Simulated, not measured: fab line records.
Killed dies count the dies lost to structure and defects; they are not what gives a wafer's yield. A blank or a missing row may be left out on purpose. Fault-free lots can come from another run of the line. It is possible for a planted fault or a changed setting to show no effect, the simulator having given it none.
fab line records | flow nandHarc
[record] lots = 5 | wafers = 14 | lastDay = 32
route steps=1302 shown P_STI@86 P_GATE@110 END@1302
lots untouched by any fault: they come from a run of this same line in which no faults occurred
startH: start of the lot's first displayed wafer, in hours after the record's first day | waitH: how many hours have passed since the lot's step before this one | " identical to the entry in the row above | L1.1+2: one row covering several wafers at once | - value missing, or start not given | * or withheld: withheld | < > ~ a bound
route shown NAME@n: NAME is a module with steps in the file, n the number in the route of the first one | usual: mean/standard deviation taken from wafers without a fault | same: alike in all rows | chamber/n: place in a boat | sites: each site's reading | _std_site: the values' standard deviation | _edge_site: mean of outer sites minus mean of inner sites | radiusMm: for every site, how far away it sits from the centre of the wafer | mask NAME#n: copy n | behind: the most recent tool/chamber to have shaped the wafer | hold: why the lot was held/for how many hours/how that ended | device: the transistor (n, p or np) that didn't switch | end of line: the route-end tests of the same wafers | for a step that has no rows: nothing shown but its recipe | killed: count of dies lost to structure and defects at first sort (not the wafer's yield) | map: per-die view of a wafer (x killed, . not killed, _ where there is no die)
set.NAME: the setting the step ran with; set.NAME@STEP: the setting that earlier step ran with | model.NAME: the simulator's own value behind a step, which no gauge read
a table for each step, a row for each wafer; lots at some steps of the route
services: from which hour (startH, from the record's first day; less than 0 if before it) a tool's chamber was out of use, for how many hours, and why
[[steps]]
[step NHARC_P_STI_HARDBAKE_13]
[recipe] tempC = 118 | timeS = 65
[step NHARC_P_STI_DESCUM_14]
[recipe] timeS = 3 | o2FlowSccm = 200 | arFlowSccm = 0 | biasPowerW = 0 | chemistry = O2
[usual] drypumpMotorCurrentA = 5.57/0.27 | oesProductAu = 1.006/0.009 | rfVppV = 57.7/0.75 | showerheadPlenumPTorr = 1.92/0.078 | throttleValvePct = 11.311/0.0093
[same] timeS = 3
lot.wafer | tool       | chamber | startH | waitH | drypumpMotorCurrentA | oesProductAu | rfHoursCounterH | rfVppV | showerheadPlenumPTorr | throttleValvePct
L873.3    | rieDiel-05 | 2       | 51.95  | -     | 5.85                 | 1.009        | 13              | 56.2   | 1.81                  | 11.316
L873.1    | "          | 3       | "      | "     | 5.47                 | 1.013        | 10              | 58.2   | 1.87                  | 11.335
L873.6    | "          | 1       | "      | "     | 5.98                 | 0.989        | -               | 58.2   | 1.86                  | 11.305
L874.1    | rieDiel-10 | 2       | 62.66  | -     | 5.49                 | 1.015        | 9               | 58.6   | 1.88                  | 11.322
L874.2    | "          | 3       | "      | "     | 5.65                 | 1.015        | 7               | 59.0   | 1.92                  | 11.313
L874.6    | "          | 2       | "      | "     | 5.51                 | 1.009        | -               | 57.7   | 1.88                  | 11.310
L881.1    | rieDiel-05 | 0       | 133.10 | -     | 5.51                 | 1.009        | 5               | 57.9   | 1.88                  | 11.303
L881.5    | "          | 3       | "      | "     | 5.47                 | 1.022        | -               | 57.9   | 1.87                  | 11.297
L890.2    | rieDiel-11 | 1       | 224.40 | -     | 5.99                 | 1.009        | 12              | 59.0   | 2.01                  | 11.321
L890.4    | "          | 2       | "      | "     | 5.23                 | 1.008        | 12              | 58.7   | 2.01                  | 11.300
L890.5    | "          | 0       | "      | "     | 5.51                 | 1.002        | -               | 58.8   | 1.93                  | 11.323
L893.4    | rieDiel-05 | 3       | 253.07 | -     | 5.45                 | 1.016        | 1               | 57.5   | 1.86                  | 11.300
L893.1    | "          | 0       | "      | "     | 5.49                 | 1.023        | 2               | 57.3   | 1.88                  | 11.293
L893.6    | "          | 3       | "      | "     | 5.47                 | 1.015        | -               | 58.1   | 1.86                  | 11.315
[step NHARC_P_STI_ETCH_42]
[recipe] targetDepthA = 800 | overetchA = 240 | timeS = 61 | ionEnergyEv = 200 | n2FlowSccm = 150 | h2FlowSccm = 150 | arFlowSccm = 0 | rfW = 400 | biasW = 150 | chemistry = N2/H2
[usual] drypumpMotorCurrentA = 5.56/0.28 | oesProductAu = 1.009/0.0094 | rfVppV = 430.7/2.6 | showerheadPlenumPTorr = 2.04/0.087 | throttleValvePct = 14.172/0.0089
[same] timeS = 61
lot.wafer | tool       | chamber | startH | waitH | drypumpMotorCurrentA | oesProductAu | rfHoursCounterH | rfVppV | showerheadPlenumPTorr | throttleValvePct
L873.1    | rieDiel-05 | 2       | 52.02  | 0.1   | 5.87                 | 1.016        | 13              | 426.7  | 1.93                  | 14.173
L873.3    | "          | 3       | "      | "     | 5.44                 | 1.017        | 10              | 429.5  | 1.99                  | 14.176
L873.6    | "          | 1       | "      | "     | 5.95                 | 1.001        | -               | 429.8  | 1.99                  | 14.171
L874.1    | rieDiel-10 | 2       | 62.76  | 0.1   | 5.52                 | 1.010        | 9               | 427.6  | 2.01                  | 14.177
L874.2    | "          | 3       | "      | "     | 5.66                 | 1.008        | 7               | 431.1  | 2.04                  | 14.164
L874.6    | "          | 0       | "      | "     | 5.07                 | 0.989        | -               | 428.2  | 1.96                  | 14.181
L881.1    | rieDiel-05 | 0       | 133.18 | 0.1   | 5.50                 | 1.014        | 5               | 428.9  | 2.00                  | 14.165
L881.5    | "          | 0       | "      | "     | 5.51                 | 1.013        | -               | 428.2  | 2.00                  | 14.179
L890.4    | rieDiel-11 | 1       | 224.48 | 0.1   | 5.98                 | 1.024        | 12              | 434.0  | 2.15                  | 14.163
L890.2    | "          | 3       | "      | "     | 5.96                 | 1.001        | 12              | 431.8  | 2.15                  | 14.184
L890.5    | "          | 0       | "      | "     | 5.49                 | 1.004        | -               | 431.8  | 2.05                  | 14.189
L893.4    | rieDiel-05 | 1       | 253.16 | 0.1   | 5.97                 | 1.008        | 1               | 428.6  | 1.98                  | 14.190
L893.1    | "          | 2       | "      | "     | 5.85                 | 1.016        | 1               | 429.5  | 1.92                  | 14.158
L893.6    | "          | 0       | "      | "     | 5.47                 | 1.028        | -               | 430.7  | 2.00                  | 14.191
[step NHARC_P_STI_ETCH_31]
[recipe] targetDepthA = 1089 | timeS = 54.5 | cf4FlowSccm = 100 | chf3FlowSccm = 30 | arFlowSccm = 0 | rfW = 500 | biasW = 200 | chemistry = CF4/CHF3
[usual] drypumpMotorCurrentA = 5.57/0.27 | oesProductAu = 0.966/0.019 | rfVppV = 370.9/2.1 | showerheadPlenumPTorr = 1.58/0.063 | throttleValvePct = 16.802/0.0092
[same] timeS = 54.5
lot.wafer | tool       | chamber | startH | waitH | drypumpMotorCurrentA | oesProductAu | rfHoursCounterH | rfVppV | showerheadPlenumPTorr | throttleValvePct
L873.3    | rieDiel-05 | 2       | -      | -     | 5.84                 | 0.992        | 13              | 368.2  | 1.49                  | 16.806
L873.1    | "          | 1       | "      | "     | 5.95                 | 0.958        | 13              | 369.7  | 1.54                  | 16.799
L873.6    | "          | 2       | "      | "     | 5.87                 | 0.985        | -               | 368.5  | 1.49                  | 16.809
L874.1    | rieDiel-10 | 1       | -      | -     | 5.61                 | 0.968        | 9               | 374.3  | 1.69                  | 16.794
L874.2    | "          | 3       | "      | "     | 5.65                 | 0.964        | 7               | 371.1  | 1.58                  | 16.804
L874.6    | "          | 2       | "      | "     | 5.48                 | 0.961        | -               | 370.8  | 1.55                  | 16.807
L881.1    | rieDiel-05 | 2       | -      | -     | 5.87                 | 0.984        | 5               | 366.8  | 1.49                  | 16.795
L881.5    | "          | 3       | "      | "     | 5.46                 | 0.982        | -               | 369.0  | 1.54                  | 16.790
L890.4    | rieDiel-11 | 0       | -      | -     | 5.50                 | 0.963        | 12              | 370.9  | 1.58                  | 16.809
L890.2    | "          | 2       | "      | "     | 5.20                 | 0.979        | 12              | 374.6  | 1.65                  | 16.802
L890.5    | "          | 1       | "      | "     | 5.99                 | 0.991        | -               | 372.9  | 1.65                  | 16.788
L893.1    | rieDiel-05 | 0       | -      | -     | 5.49                 | 0.996        | 2               | 369.3  | 1.54                  | 16.809
L893.4    | "          | 2       | "      | "     | 5.84                 | 0.967        | 1               | 367.8  | 1.49                  | 16.800
L893.6    | "          | 0       | "      | "     | 5.48                 | 1.006        | -               | 368.3  | 1.55                  | 16.799
[step NHARC_P_STI_ETCH_15]
[recipe] targetDepthA = 3000 | taperDeg = 4 | timeS = 100.1 | hbrFlowSccm = 150 | cl2FlowSccm = 50 | rfW = 400 | icpW = 400 | biasW = 100 | chemistry = HBr/Cl2
[usual] drypumpMotorCurrentA = 5.7/0.44 | hbrFlowSccm = 150.0/0.47 | oesProductAu = 0.998/0.011 | throttleValvePct = 26.405/0.0087
[same] timeS = 100.1
lot.wafer | tool     | chamber | startH | waitH | drypumpMotorCurrentA | hbrFlowSccm | oesProductAu | rfHoursCounterH | throttleValvePct
L873.3    | rieSi-06 | 1       | 52.21  | -     | 6.3                  | 150.7       | 0.991        | 0.9             | 26.399
L873.1    | "        | 0       | "      | "     | 5.9                  | 150.2       | 0.990        | 0.9             | 26.406
L873.6    | "        | 2       | "      | "     | 5.5                  | 150.2       | 0.981        | -               | 26.407
L874.2    | rieSi-03 | 1       | 62.94  | -     | 5.4                  | 150.5       | 0.999        | 0.0             | 26.401
L874.1    | "        | 2       | "      | "     | 5.4                  | 150.2       | 1.012        | 0.0             | 26.406
L874.6    | "        | 2       | "      | "     | 5.4                  | 150.3       | 1.008        | -               | 26.406
L881.1    | rieSi-03 | 0       | 133.41 | -     | 5.8                  | 149.9       | 1.006        | 0.4             | 26.400
L881.5    | "        | 1       | "      | "     | 5.4                  | 150.0       | 1.015        | -               | 26.418
L890.2    | rieSi-06 | 3       | 224.68 | -     | 5.5                  | 151.1       | 1.006        | 0.8             | 26.411
L890.4    | "        | 0       | "      | "     | 5.9                  | 150.3       | 0.987        | 0.7             | 26.407
L890.5    | "        | 3       | "      | "     | 5.5                  | 150.8       | 1.005        | -               | 26.401
L893.1    | rieSi-05 | 1       | 253.34 | -     | 5.5                  | 149.2       | 1.003        | 0.8             | 26.395
L893.4    | "        | 3       | "      | "     | 6.2                  | 149.7       | 0.987        | 0.7             | 26.407
L893.6    | "        | 2       | "      | "     | 5.3                  | 149.8       | 1.006        | -               | 26.404
[step NHARC_P_STI_CD_MEAS_16]
[usual] cdNm = 200.4/2.2
lot.wafer | tool     | chamber | startH | waitH | cdNm
L873.1    | cdSem-01 | -       | 52.37  | -     | 198.6
L873.3    | "        | -       | "      | "     | 198.7
L873.6    | "        | -       | "      | "     | 200.4
L874.1    | cdSem-01 | -       | 63.11  | -     | 198.8
L874.2    | "        | -       | "      | "     | 200.4
L874.6    | "        | -       | "      | "     | 200.2
L881.1    | cdSem-03 | -       | 133.52 | -     | 198.9
L881.5    | "        | -       | "      | "     | 204.3
L890.2    | cdSem-03 | -       | 224.83 | -     | 202.2
L890.4    | "        | -       | "      | "     | 205.4
L890.5    | "        | -       | "      | "     | 202.6
L893.1    | cdSem-02 | -       | 253.50 | -     | 203.4
L893.4    | "        | -       | "      | "     | 202.3
L893.6    | "        | -       | "      | "     | 197.8
[step NHARC_P_STI_OCD_MEAS_17]
[usual] trenchDepthNm = 299/5.2 | trenchFootCdNm = 158.8/2.2
lot.wafer | tool   | chamber | startH | waitH | trenchDepthNm | trenchFootCdNm
L873.1    | ocd-01 | -       | 52.46  | 0.1   | 296           | 158.8
L873.3    | "      | -       | "      | "     | 295           | 156.4
L873.6    | "      | -       | "      | "     | 290           | 158.6
L874.1    | ocd-02 | -       | 63.19  | 0.1   | 302           | 157.2
L874.2    | "      | -       | "      | "     | 301           | 156.8
L874.6    | "      | -       | "      | "     | 302           | 159.3
L881.1    | ocd-02 | -       | 133.61 | 0.1   | 304           | 155.4
L881.5    | "      | -       | "      | "     | 305           | 162.4
L890.2    | ocd-01 | -       | 224.91 | 0.1   | 301           | 160.2
L890.4    | "      | -       | "      | "     | 292           | 164.1
L890.5    | "      | -       | "      | "     | 303           | 160.5
L893.1    | ocd-02 | -       | 253.60 | 0.1   | 299           | 162.0
L893.4    | "      | -       | "      | "     | 293           | 161.8
L893.6    | "      | -       | "      | "     | 303           | 155.8
[step NHARC_P_STI_STRIP_19]
[recipe] timeS = 900 | tempC = 130 | chemistry = SPM
[step NHARC_P_STI_PRECLEAN_32]
[recipe] timeS = * | tempC = 50 | bathAgeMin = 0 | chemistry = SC1
[step NHARC_P_STI_SRD_23]
[step NHARC_P_STI_OCD_MEAS_43]
[usual] trenchDepthNm = 299/5.2 | trenchFootCdNm = 158.9/2.2
lot.wafer | tool   | chamber | startH | waitH | trenchDepthNm | trenchFootCdNm
L873.1    | ocd-01 | -       | 52.97  | -     | 296           | 159.1
L873.3    | "      | -       | "      | "     | 295           | 156.0
L873.6    | "      | -       | "      | "     | 291           | 158.1
L874.1    | ocd-01 | -       | 63.70  | -     | 302           | 157.4
L874.2    | "      | -       | "      | "     | 300           | 157.3
L874.6    | "      | -       | "      | "     | 303           | 159.3
L881.1    | ocd-01 | -       | 134.12 | -     | 304           | 156.4
L881.5    | "      | -       | "      | "     | 305           | 161.9
L890.2    | ocd-02 | -       | 225.42 | -     | 301           | 160.8
L890.4    | "      | -       | "      | "     | 292           | 163.6
L890.5    | "      | -       | "      | "     | 303           | 160.5
L893.1    | ocd-01 | -       | 254.11 | -     | 300           | 161.0
L893.4    | "      | -       | "      | "     | 294           | 162.2
L893.6    | "      | -       | "      | "     | 303           | 155.2
[step NHARC_P_STI_OXIDE_33]
[recipe] targetThkA = 100 | tempC = 1000 | oxTimeS = 281 | material = SiO2
[step NHARC_P_STI_HDPCVD_20]
[recipe] targetThkA = withheld | sigmaOpenFrac = withheld | material = SiO2
lot.wafer  | tool      | chamber | startH | waitH
L873.1+3+6 | hdpcvd-01 | 0,0,1   | 60.96  | 0.5
L874.1+2+6 | hdpcvd-01 | 0,1,1   | 72.12  | 0.4
L881.1+5   | hdpcvd-01 | 0       | 144.72 | 0.5
L890.2+4+5 | hdpcvd-01 | 0,0,1   | 236.13 | 0.4
L893.1+4+6 | hdpcvd-01 | 1,0,0   | 262.85 | 0.4
[step NHARC_P_STI_ANNEAL_34]
[recipe] tempC = 1000 | timeS = 1800
[step NHARC_P_STI_CMP_21]
[recipe] tOverpolishS = 20 | targetThkNm = 380.67
[usual] motorCurrentA = 11.8/1.3 | overpolishRunS = 20.000/0.0089
lot.wafer | tool   | chamber | startH | waitH | motorCurrentA | overpolishRunS
L873.3    | cmp-01 | 1       | 69.51  | 0.4   | 11.8          | 19.999
L873.1    | "      | 2       | "      | "     | 12.2          | 19.997
L873.6    | "      | 1       | "      | "     | 12.1          | 20.009
L874.1    | cmp-03 | 0       | 82.07  | 0.4   | 13.6          | 19.999
L874.2    | "      | 2       | "      | "     | 11.0          | 19.995
L874.6    | "      | 3       | "      | "     | 11.2          | 19.992
L881.1    | cmp-01 | 1       | 153.78 | 0.4   | 11.9          | 19.996
L881.5    | "      | 1       | "      | "     | 11.8          | 19.999
L890.2    | cmp-03 | 0       | 244.44 | 0.4   | 13.9          | 19.996
L890.4    | "      | 2       | "      | "     | 12.2          | 19.991
L890.5    | "      | 1       | "      | "     | 10.0          | 20.002
L893.4    | cmp-02 | 1       | 271.70 | 0.4   | 10.0          | 20.008
L893.1    | "      | 2       | "      | "     | 14.3          | 20.016
L893.6    | "      | 0       | "      | "     | 10.6          | 20.015
[step NHARC_P_STI_SRD_35]
[step NHARC_P_STI_ETCH_36]
[recipe] targetDepthA = 388 | chemistry = dHF | material = SiO2
[step NHARC_P_STI_STRIP_24]
[recipe] tempC = 160 | chemistry = H3PO4 | material = Si3N4
[step NHARC_P_STI_ETCH_37]
[recipe] targetDepthA = 110 | chemistry = dHF | material = SiO2
[step NHARC_P_STI_PRECLEAN_38]
[recipe] timeS = * | tempC = 50 | bathAgeMin = 0 | chemistry = SC1
[step NHARC_P_STI_SRD_39]
[step NHARC_P_STI_OXIDE_40]
[recipe] targetThkA = 100 | tempC = 900 | oxTimeS = 1362 | material = SiO2
[step NHARC_P_STI_INSPECT_25]
[usual] rawDefectCount = 226/81
lot.wafer | tool             | chamber | startH | waitH | rawDefectCount
L873.1    | defectInspect-02 | -       | 77.49  | 0.4   | 114
L873.3    | "                | -       | "      | "     | 235
L873.6    | "                | -       | "      | "     | 185
L874.1    | defectInspect-02 | -       | 90.08  | 0.4   | 222
L874.2    | "                | -       | "      | "     | 157
L874.6    | "                | -       | "      | "     | 243
L881.1    | defectInspect-01 | -       | 161.53 | 0.4   | 206
L881.5    | "                | -       | "      | "     | 338
L890.2    | defectInspect-01 | -       | 249.27 | 0.4   | 291
L890.4    | "                | -       | "      | "     | 161
L890.5    | "                | -       | "      | "     | 190
L893.1    | defectInspect-02 | -       | 281.05 | 0.4   | 219
L893.4    | "                | -       | "      | "     | 177
L893.6    | "                | -       | "      | "     | 144
[step NHARC_P_GATE_ETCH_69]
[recipe] targetDepthA = 140 | chemistry = dHF | material = SiO2
[step NHARC_P_GATE_PRECLEAN_70]
[recipe] timeS = * | tempC = 50 | bathAgeMin = 0 | chemistry = SC1
[step NHARC_P_GATE_SRD_01]
[step NHARC_P_GATE_OXIDE_02]
[recipe] targetThkA = 375 | tempC = 950 | pH2oTorr = 720 | oxTimeS = 365 | material = SiO2
[step NHARC_P_GATE_DEHYDRATE_03]
[recipe] tempC = 150 | timeS = 120
[step NHARC_P_GATE_HMDS_04]
[recipe] timeS = 30
[step NHARC_P_GATE_COAT_05]
[recipe] spinRpm = 4690
[step NHARC_P_GATE_SOFTBAKE_06]
[recipe] tempC = 122 | timeS = 95
[step NHARC_P_GATE_EBR_07]
[step NHARC_P_GATE_EXPOSE_08]
[recipe] na = 0.6 | doseMj = 16.75 | maskId = P_HV
[step NHARC_P_GATE_PEB_09]
[recipe] pebTempC = 118 | pebTimeS = 85
[step NHARC_P_GATE_DEVELOP_10]
[recipe] timeS = 70
[step NHARC_P_GATE_CD_MEAS_11]
[recipe] targetCdNm = 1640 | landingEnergyEv = 500
[usual] cdNm = 1640.4/1.8
lot.wafer | tool     | chamber | startH | waitH | cdNm
L873.1    | cdSem-03 | 0       | 85.69  | -     | 1640.4
L873.3    | "        | 0       | "      | "     | 1640.2
L873.6    | "        | 0       | "      | "     | 1641.7
L874.1    | cdSem-03 | 0       | 98.29  | -     | 1641.1
L874.2    | "        | 0       | "      | "     | 1641.7
L874.6    | "        | 0       | "      | "     | 1640.4
L881.1    | cdSem-02 | 0       | 170.60 | -     | 1641.0
L881.5    | "        | 0       | "      | "     | 1638.5
L890.2    | cdSem-03 | 0       | 258.01 | -     | 1639.3
L890.4    | "        | 0       | "      | "     | 1638.7
L890.5    | "        | 0       | "      | "     | 1636.6
L893.1    | cdSem-01 | 0       | 289.93 | -     | 1642.5
L893.4    | "        | 0       | "      | "     | 1644.8
L893.6    | "        | 0       | "      | "     | 1644.3
[step NHARC_P_GATE_HARDBAKE_12]
[recipe] tempC = 125 | timeS = 80
[step NHARC_P_GATE_DESCUM_13]
[recipe] timeS = 3 | o2FlowSccm = 200 | arFlowSccm = 0 | biasPowerW = 0 | chemistry = O2
[step NHARC_P_GATE_ETCH_14]
[recipe] targetDepthA = 488 | chemistry = dHF | material = SiO2
[step NHARC_P_GATE_STRIP_15]
[recipe] timeS = 780 | tempC = 130 | chemistry = SPM
[step NHARC_P_GATE_PRECLEAN_71]
[recipe] timeS = * | tempC = 50 | bathAgeMin = 0 | chemistry = SC1
[step NHARC_END_SORT_01]
[recipe] tempC = 25
[usual] killedAtArray = 57/19 | killedAtOther = 0.9/1.1 | killedAtPeriphery = 4.0/2.6 | killedDies = 62/19 | killedOpen = 3.3/1.8 | killedShort = 2.4/1.7
[same] grossDies = 677
lot.wafer | tool      | chamber | startH | waitH | killedAtArray | killedAtOther | killedAtPeriphery | killedDies | killedOpen | killedShort
L873.1    | prober-02 | 0       | 580.12 | 2.5   | 65            | 0             | 1                 | 66         | 2          | 6
L873.3    | prober-02 | 0       | 581.73 | 3.1   | 52            | 1             | 2                 | 55         | 4          | 4
L873.6    | prober-02 | 0       | 584.14 | 4.0   | 62            | 0             | 1                 | 63         | 2          | 4
L874.1    | prober-01 | 0       | 587.86 | 2.5   | 64            | 1             | 2                 | 67         | 3          | 1
L874.2    | prober-01 | 0       | 588.65 | 2.8   | 68            | 0             | 2                 | 70         | 2          | 3
L874.6    | prober-01 | 0       | 591.85 | 4.0   | 66            | 0             | 3                 | 69         | 2          | 5
L881.1    | prober-02 | 0       | 635.22 | 2.5   | 78            | 1             | 5                 | 84         | 5          | 3
L881.5    | prober-02 | 0       | 638.44 | 3.7   | 68            | 0             | 82                | 150        | 3          | 5
L890.2    | prober-02 | 0       | 727.33 | 2.8   | 56            | 1             | 5                 | 62         | 3          | 2
L890.4    | prober-02 | 0       | 728.95 | 3.4   | 57            | 2             | 4                 | 63         | 3          | 4
L890.5    | prober-02 | 0       | 729.76 | 3.8   | 56            | 3             | 7                 | 66         | 3          | 2
L893.1    | prober-02 | 0       | 770.77 | 2.5   | 33            | 0             | 0                 | 33         | 5          | 3
L893.4    | prober-02 | 0       | 773.21 | 3.4   | 30            | 2             | 3                 | 35         | 2          | 2
L893.6    | prober-02 | 0       | 774.84 | 4.1   | 31            | 2             | 7                 | 40         | 5          | 5
// killed by level:class
L873.1 A_CHANNEL_HOLE_D2:chamberFilmFlake=36 A_SLIT:chamberFilmFlake=14 A_CONTACT:chamberFilmFlake=4 A_CHANNEL_FILL_D1:geometricParticle:short=2 A_STAIRCASE:chamberFilmFlake=2 A_SOURCE_PLATE:geometricParticle:short=1 A_ONON_D1:geometricParticle:short=1 A_DECK1_JOINT:geometricParticle:short=1
L873.3 A_CHANNEL_HOLE_D2:chamberFilmFlake=29 A_SLIT:chamberFilmFlake=14 A_WL_FILL:geometricParticle:short=2 A_CONTACT:chamberFilmFlake=2 P_STI:geometricParticle:open=1 P_CONTACT:geometricParticle:open=1 A_ONON_D1:geometricParticle:open=1 A_ONON_D1:geometricParticle:short=1
L873.6 A_CHANNEL_HOLE_D2:chamberFilmFlake=31 A_SLIT:chamberFilmFlake=14 A_CONTACT:chamberFilmFlake=9 P_M2:geometricParticle:open=1 A_ONON_D1:geometricParticle:short=1 A_CHANNEL_HOLE_D1:geometricParticle:short=1 A_DECK1_JOINT:geometricParticle:short=1 A_WL_FILL:geometricParticle:open=1
L874.1 A_SLIT:chamberFilmFlake=29 A_CHANNEL_HOLE_D2:chamberFilmFlake=28 A_ZERO_WELL:chamberFilmFlake=2 P_GATE:geometricParticle:open=1 P_CONTACT:geometricParticle:open=1 A_CHANNEL_HOLE_D1:geometricParticle:open=1 A_CHANNEL_HOLE_D2:geometricParticle:short=1 A_CHANNEL_HOLE_D1:chamberFilmFlake=1
L874.2 A_CHANNEL_HOLE_D2:chamberFilmFlake=36 A_SLIT:chamberFilmFlake=17 A_STAIRCASE:chamberFilmFlake=4 A_CONTACT:chamberFilmFlake=4 A_WL_FILL:chamberFilmFlake=2 P_M0:geometricParticle:short=1 A_ONON_D1:geometricParticle:short=1 A_CHANNEL_FILL_D1:geometricParticle:short=1
L874.6 A_CHANNEL_HOLE_D2:chamberFilmFlake=35 A_SLIT:chamberFilmFlake=18 A_CHANNEL_FILL_D1:chamberFilmFlake=3 A_CONTACT:chamberFilmFlake=2 P_STI:chamberFilmFlake=2 P_M0:geometricParticle:short=1 A_DECK1_JOINT:geometricParticle:short=1 A_DECK1_JOINT:geometricParticle:open=1
L881.1 A_CHANNEL_HOLE_D1:chamberFilmFlake=30 A_SLIT:chamberFilmFlake=28 A_CHANNEL_HOLE_D2:chamberFilmFlake=9 A_CONTACT:chamberFilmFlake=3 P_M0:geometricParticle:open=2 A_WL_FILL:geometricParticle:short=2 P_M2:chamberFilmFlake=2 A_ONON_D2:geometricParticle:open=1
L881.5 P_STI:areaHdpcvd=80 A_CHANNEL_HOLE_D1:chamberFilmFlake=32 A_SLIT:chamberFilmFlake=14 A_ZERO_WELL:chamberFilmFlake=4 A_CHANNEL_HOLE_D2:chamberFilmFlake=4 A_CONTACT:chamberFilmFlake=3 A_WL_FILL:geometricParticle:short=2 A_CHANNEL_FILL_D1:chamberFilmFlake=2
L890.2 A_CHANNEL_HOLE_D2:chamberFilmFlake=21 A_SLIT:chamberFilmFlake=18 A_CHANNEL_HOLE_D1:chamberFilmFlake=6 P_ZERO_WELL:chamberFilmFlake=4 A_CONTACT:chamberFilmFlake=4 P_M0:geometricParticle:open=1 A_ONON_D1:geometricParticle:open=1 A_DECK1_JOINT:geometricParticle:short=1
L890.4 A_CHANNEL_HOLE_D2:chamberFilmFlake=29 A_SLIT:chamberFilmFlake=14 A_CONTACT:chamberFilmFlake=4 P_ZERO_WELL:chamberFilmFlake=3 A_CHANNEL_FILL_D2:chamberFilmFlake=2 A_CHANNEL_HOLE_D1:chamberFilmFlake=2 P_CONTACT:geometricParticle:short=1 A_SOURCE_PLATE:geometricParticle:open=1
L890.5 A_SLIT:chamberFilmFlake=29 A_CHANNEL_HOLE_D2:chamberFilmFlake=10 A_CONTACT:chamberFilmFlake=7 P_ZERO_WELL:chamberFilmFlake=6 A_CHANNEL_HOLE_D1:chamberFilmFlake=3 THIN_TSV:chamberFilmFlake=3 P_M0:geometricParticle:open=1 A_CHANNEL_FILL_D1:geometricParticle:short=1
L893.1 A_CHANNEL_HOLE_D1:chamberFilmFlake=8 A_CONTACT:chamberFilmFlake=7 A_SLIT:chamberFilmFlake=6 A_WL_FILL:geometricParticle:short=2 A_CONTACT:geometricParticle:open=2 A_DECK1_JOINT:chamberFilmFlake=2 A_CHANNEL_HOLE_D1:geometricParticle:open=1 A_ONON_D2:geometricParticle:open=1
L893.4 A_CHANNEL_HOLE_D1:chamberFilmFlake=12 A_SLIT:chamberFilmFlake=8 A_CONTACT:chamberFilmFlake=7 P_CONTACT:chamberFilmFlake=2 P_CONTACT:geometricParticle:open=1 A_CHANNEL_HOLE_D1:geometricParticle:short=1 A_M0:geometricParticle:open=1 STARTING-WAFER:geometricParticle:short=1
L893.6 A_CHANNEL_HOLE_D1:chamberFilmFlake=9 A_CONTACT:chamberFilmFlake=8 A_SLIT:chamberFilmFlake=7 P_STI:geometricParticle:open=1 P_GATE:geometricParticle:open=1 P_CONTACT:geometricParticle:open=1 P_M0:geometricParticle:short=1 P_M1:geometricParticle:short=1
// map L881.5 (x killed, . not)
____________x____________
_________xxxxx.._________
_______x.xxxxx...._______
______..xxxxxx.x...______
_____x..xx.....x...._____
____....x..x..x......____
____..x........x.....____
___................x..___
___..x................___
__.x...xx...x.x....x...__
__..................x..__
_...x....x..x.....x....x_
_...xx............x....._
_.....x...............xx_
_.x.....x..x....xx......_
_.....xxxx.........x...x_
.x.x..x...x....x.xxx.....
.......x....x.........xxx
.........x..........x....
..x.x...........x........
........x....x.x...x..x..
_.x....x.x..xx.....x..x._
_.x....x.x..x......x...._
_........x.......x..x.x._
_............x.....xx.x._
_..........x......x.xx.x_
__......x...x...x...xxx__
__...x....x...x..xx.xxx__
___.........x.xx..xxxx___
___.........x.....xx.x___
____..........x..xxxx____
____...........xxxxxx____
_____...........x.xx_____
______............x______
_______......xx..._______
_________......x_________
____________.____________
// map L874.2 (x killed, . not)
____________x____________
_________xxxxxx._________
_______.xxxx.x...._______
______...xx.x......______
_____......xx......._____
____.................____
____.................____
___.......x...........___
___...................___
__....x..x.............__
__.....................__
_x...x.................._
_..x......x............._
_.....x.x...x..........._
_..x.xx.............x..._
_...xxx.xx........x....._
.....xxx.................
..xxxxxxx................
..xxxxxxxx...............
.....xxx......x..........
.x....x.x.x..............
_....x......x..........._
_......x................_
_......x................_
_.......x..............._
_......................._
__.....................__
__.....................__
___................x..___
___...................___
____.................____
____...............x.____
_____..............._____
______.............______
_______..........._______
_________......._________
____________.____________
[[services]]
tool       | chamber | startH | hours | kind
rieDiel-10 | 1       | 29.36  | 1.6   | repair
rieDiel-05 | 3       | 30.46  | 6.3   | repair
rieDiel-05 | -       | 52.60  | 9.0   | pm
cmp-03     | -       | 64.13  | 4.0   | pm
rieDiel-10 | -       | 65.56  | 9.0   | pm
rieSi-06   | -       | 72.00  | 9.0   | pm
rieDiel-11 | -       | 78.50  | 9.0   | pm
rieDiel-05 | 3       | 83.33  | 3.7   | repair
rieDiel-10 | 1       | 95.70  | 4.4   | repair
rieDiel-05 | 1       | 105.59 | 5.0   | repair
rieDiel-11 | 3       | 111.33 | 5.3   | repair
cmp-03     | -       | 137.98 | 0.3   | repair
cmp-03     | -       | 162.13 | 4.0   | pm
rieDiel-11 | 0       | 163.10 | 4.2   | repair
rieDiel-10 | -       | 166.31 | 1.8   | repair
cmp-03     | -       | 169.38 | 0.4   | repair
rieDiel-11 | 2       | 170.81 | 4.5   | repair
rieDiel-05 | 3       | 181.03 | 4.7   | repair
hdpcvd-01  | -       | 185.01 | 13.0  | pm
rieDiel-10 | 0       | 227.15 | 1.7   | repair
rieDiel-05 | -       | 229.60 | 9.0   | pm
rieDiel-10 | 2       | 232.25 | 6.5   | repair
rieDiel-10 | -       | 242.56 | 9.0   | pm
rieDiel-11 | -       | 255.50 | 9.0   | pm
[[key]]
[firstSign] step = NHARC_END_SORT_01 | reading = killedAtPeriphery | direction = up | sigmas = 30 | usual = 4.0 | struck = 82
[effect] step = NHARC_END_SORT_01 | reading = killedDies | direction = up | sigmas = 4.8 | usual = 62 | struck = 150
[moreKillsBornAt] NHARC_P_STI_HDPCVD_20@hdpcvd-01 = 80
metAt NHARC_P_STI_HDPCVD_20
struckWafers L881.5
testerLeftOut L881
onsetBetween 72.12 144.72
[fault] kind = processParameterDrift | tool = hdpcvd-01 | chamber = - | onsetH = 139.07 | steps = NHARC_P_STI_HDPCVD_20 | channel = targetThkA | offset = withheld | shape = step | endH = 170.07 | scope = struckWafersOnly
// testerLeftOut: of these lots the tester's yield and bins aren't shown, on N5 and GAA mostly nor the transistor test; their killed dies are dies lost to structure and defects alone, not to doping, threshold or leakage, so they don't give the yield
